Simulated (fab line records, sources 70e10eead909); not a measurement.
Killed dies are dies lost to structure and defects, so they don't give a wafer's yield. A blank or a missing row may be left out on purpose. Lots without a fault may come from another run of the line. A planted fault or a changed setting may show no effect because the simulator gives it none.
Which tool did it? | flow nand_harc | 15 lots, 45 wafers sampled, at 4 steps of a route of 1159

WHAT THE GAUGES READ, wafer by wafer
The record holds no reading of a measuring or inspecting step that can be judged against a usual standard deviation.

WHICH TOOL RAN EACH LOT (tool, then ch and the chambers of the sampled wafers, then the start)
lot  | NHARC_A_STAIRCASE_HM_DEP_462  | NHARC_A_STAIRCASE_ETCH_313         | NHARC_A_STAIRCASE_ANNEAL_320  | NHARC_A_STAIRCASE_DEP_325
L639 | acl_dep-03 ch 0, day 11 23:56 | rie_diel-13 ch 1,3, day 12 02:35   | furnace-02 ch 0, day 12 23:45 | pecvd-02 ch 0,2, day 13 10:59
L638 | acl_dep-01 ch 0, day 12 01:32 | rie_diel-13 ch 0,1,3, day 12 04:28 | furnace-02 ch 0, day 12 23:45 | pecvd-01 ch 0,1,2, day 13 10:59
L641 | acl_dep-01 ch 0, day 12 15:25 | rie_diel-08 ch 1,2,3, day 12 17:32 | furnace-07 ch 0, day 13 13:08 | pecvd-03 ch 0,1,2, day 14 00:38
L644 | acl_dep-03 ch 0, day 13 05:32 | rie_diel-13 ch 1,2,3, day 13 08:28 | furnace-07 ch 0, day 14 03:20 | pecvd-01 ch 0,1,2, day 14 16:47
L645 | acl_dep-01 ch 0, day 13 19:52 | rie_diel-01 ch 0,2,3, day 13 22:13 | furnace-07, day 14 17:59      | pecvd-03 ch 1,2, day 15 08:13
L646 | acl_dep-02 ch 0, day 13 20:58 | rie_diel-08 ch 0,2,3, day 13 23:20 | furnace-07, day 14 17:59      | pecvd-01 ch 0,2, day 15 08:13
L647 | acl_dep-01 ch 0, day 15 05:54 | rie_diel-08 ch 0,2,3, day 15 08:59 | furnace-07, day 16 05:19      | pecvd-01 ch 0,1, day 16 16:07
L651 | acl_dep-01 ch 0, day 15 09:52 | rie_diel-13 ch 0,1,3, day 15 12:31 | furnace-02 ch 0, day 16 12:05 | pecvd-01 ch 0,1, day 17 02:10
L649 | acl_dep-03 ch 0, day 15 10:12 | rie_diel-01 ch 0,2,3, day 15 13:13 | furnace-02 ch 0, day 16 12:05 | pecvd-03 ch 0,2, day 17 02:17
L652 | acl_dep-03 ch 0, day 15 12:16 | rie_diel-08 ch 0,1,2, day 15 15:13 | furnace-07 ch 0, day 16 19:46 | pecvd-02 ch 0,1, day 17 06:44
L655 | acl_dep-01 ch 0, day 15 22:00 | rie_diel-13 ch 0,2,3, day 16 00:38 | furnace-07 ch 0, day 16 19:46 | pecvd-01 ch 0,1, day 17 06:20
L656 | acl_dep-03 ch 0, day 16 00:01 | rie_diel-13 ch 0,1,3, day 16 03:10 | furnace-07 ch 0, day 16 19:46 | pecvd-03 ch 0,1,2, day 17 06:14
L659 | acl_dep-03 ch 0, day 17 02:04 | rie_diel-01 ch 0,1, day 17 05:58   | furnace-07 ch 0, day 18 06:02 | pecvd-02 ch 0,2, day 18 16:33
L658 | acl_dep-02 ch 0, day 17 02:28 | rie_diel-01 ch 0,1,3, day 17 06:02 | furnace-07 ch 0, day 18 06:02 | pecvd-03 ch 0,1,2, day 18 16:27
L660 | acl_dep-03 ch 0, day 17 07:52 | rie_diel-08 ch 1,3, day 17 10:08   | furnace-07 ch 0, day 18 06:02 | pecvd-03 ch 0,1, day 18 17:13
- NHARC_A_STAIRCASE_HM_DEP_462: deposits aC, target thk 800 nm.
- NHARC_A_STAIRCASE_ETCH_313: etches the open film in CF4/CHF3.
- NHARC_A_STAIRCASE_ANNEAL_320: time 1800 s.
- NHARC_A_STAIRCASE_DEP_325: deposits SiO2, target thk 3800 nm.

WHAT THE TOOLS THEMSELVES READ (means of the sampled wafers that have a number; where no wafer has one, the mark that the record gives instead)
NHARC_A_STAIRCASE_HM_DEP_462.
lot  | tool       | throttle_valve_pct (%)
L639 | acl_dep-03 | 34.994
L638 | acl_dep-01 | 35.004
L641 | acl_dep-01 | 35.002
L644 | acl_dep-03 | 35.000
L645 | acl_dep-01 | 34.999
L646 | acl_dep-02 | 35.000
L647 | acl_dep-01 | 34.999
L651 | acl_dep-01 | 34.991
L649 | acl_dep-03 | 35.001
L652 | acl_dep-03 | 35.002
L655 | acl_dep-01 | 35.000
L656 | acl_dep-03 | 35.000
L659 | acl_dep-03 | 34.997
L658 | acl_dep-02 | 35.004
L660 | acl_dep-03 | 35.006

NHARC_A_STAIRCASE_ETCH_313.
lot  | tool        | cf4_flow_sccm (sccm) | drypump_motor_current_A (A) | oes_product_au (a.u.) | rf_vpp_V (V) | showerhead_plenum_p_Torr (Torr) | throttle_valve_pct (%)
L639 | rie_diel-13 | 100.1                | 6.0                         | 0.960                 | 366.1        | 1.47                            | 16.798
L638 | rie_diel-13 | 99.8                 | 5.7                         | 0.921                 | 367.9        | 1.49                            | 16.794
L641 | rie_diel-08 | 100.1                | 5.7                         | 0.924                 | 369.9        | 1.56                            | 16.811
L644 | rie_diel-13 | 99.8                 | 6.0                         | 0.969                 | 368.7        | 1.49                            | 16.800
L645 | rie_diel-01 | 99.7                 | 6.1                         | 0.918                 | 370.9        | 1.58                            | 16.796
L646 | rie_diel-08 | 99.8                 | 5.6                         | 0.964                 | 371.3        | 1.58                            | 16.801
L647 | rie_diel-08 | 100.2                | 5.6                         | 0.933                 | 371.3        | 1.58                            | 16.809
L651 | rie_diel-13 | 99.9                 | 5.7                         | 0.922                 | 366.8        | 1.48                            | 16.796
L649 | rie_diel-01 | 100.0                | 6.0                         | 0.924                 | 369.9        | 1.58                            | 16.801
L652 | rie_diel-08 | 100.2                | 5.9                         | 0.926                 | 371.5        | 1.59                            | 16.807
L655 | rie_diel-13 | 100.2                | 5.7                         | 0.929                 | 368.7        | 1.50                            | 16.797
L656 | rie_diel-13 | 100.1                | 5.7                         | 0.935                 | 367.0        | 1.48                            | 16.799
L659 | rie_diel-01 | 100.4                | 5.8                         | 0.914                 | 371.7        | 1.62                            | 16.808
L658 | rie_diel-01 | 100.0                | 5.7                         | 0.946                 | 371.9        | 1.61                            | 16.805
L660 | rie_diel-08 | 100.0                | 5.5                         | 0.922                 | 367.6        | 1.51                            | 16.799

NHARC_A_STAIRCASE_ANNEAL_320.
lot  | tool       | run_length_s (s) | spike_tc_bottom_C (C) | spike_tc_lower_C (C) | spike_tc_top_C (C) | zone_power_lower_pct (%) | zone_power_top_pct (%)
L639 | furnace-02 | 1815             | 768                   | 749.1                | 760.0              | 13.4                     | 27.8
L638 | furnace-02 | 1819             | 768                   | 748.3                | 761.5              | 13.4                     | 28.2
L641 | furnace-07 | 1814             | 761                   | 752.2                | 757.3              | 11.7                     | 26.6
L644 | furnace-07 | 1817             | 761                   | 751.4                | 756.1              | 11.8                     | 26.4
L645 | furnace-07 | -                | -                     | -                    | -                  | -                        | -
L646 | furnace-07 | -                | -                     | -                    | -                  | -                        | -
L647 | furnace-07 | -                | -                     | -                    | -                  | -                        | -
L651 | furnace-02 | 1823             | 769                   | 749.8                | 759.8              | 13.2                     | 28.0
L649 | furnace-02 | 1814             | 768                   | 749.2                | 760.5              | 13.3                     | 28.3
L652 | furnace-07 | 1817             | 762                   | 750.0                | 755.8              | 11.7                     | 26.7
L655 | furnace-07 | 1817             | 761                   | 751.5                | 756.6              | 11.6                     | 26.9
L656 | furnace-07 | 1818             | 761                   | 752.4                | 756.8              | 11.7                     | 26.4
L659 | furnace-07 | 1810             | 762                   | 751.4                | 755.6              | 11.6                     | 26.6
L658 | furnace-07 | 1819             | 763                   | 752.2                | 757.5              | 11.6                     | 26.5
L660 | furnace-07 | 1810             | 761                   | 751.4                | 756.3              | 11.7                     | 26.8

NHARC_A_STAIRCASE_DEP_325.
lot  | tool     | heater_power_w (W)
L639 | pecvd-02 | 632
L638 | pecvd-01 | 696
L641 | pecvd-03 | 682
L644 | pecvd-01 | 710
L645 | pecvd-03 | 735
L646 | pecvd-01 | 620
L647 | pecvd-01 | 665
L651 | pecvd-01 | 683
L649 | pecvd-03 | 762
L652 | pecvd-02 | 616
L655 | pecvd-01 | 723
L656 | pecvd-03 | 801
L659 | pecvd-02 | 646
L658 | pecvd-03 | 818
L660 | pecvd-03 | 690

THE ANSWER, worked out from the rows above alone
Rule: what is usual is taken from the lots themselves. Put in order of their means at a reading, lots are off if they are a third of the lots or fewer, leave a main group of 4 or more, and stand apart from it by a gap of 3 or more times the standard deviation of the main group's means; of several such gaps the widest counts. A main group whose means are all the same, to the digits that the tables above print for the reading, isn't used. A lot without any number at a reading at which 4 lots or more have one is off too. The other lots that the step has rows for count as sound. The gauges are gone through in route order, then the tools' own readings, and for those a lot's mean is taken as printed above. The first step at which some lot is off is used, and at that step the reading that is off furthest; a lot without a number counts as furthest.
Off: L645, L646, L647, at NHARC_A_STAIRCASE_ANNEAL_320 (run_length_s). Without a number there: L645, L646, L647. The main group: mean 1816 s, standard deviation 3.6.
A tool fits if, at that step or a process step before it, it ran every lot that is off, and no sound lot after the first of them. None of those tried fits.

WHAT THE SIMULATOR HAD PUT IN
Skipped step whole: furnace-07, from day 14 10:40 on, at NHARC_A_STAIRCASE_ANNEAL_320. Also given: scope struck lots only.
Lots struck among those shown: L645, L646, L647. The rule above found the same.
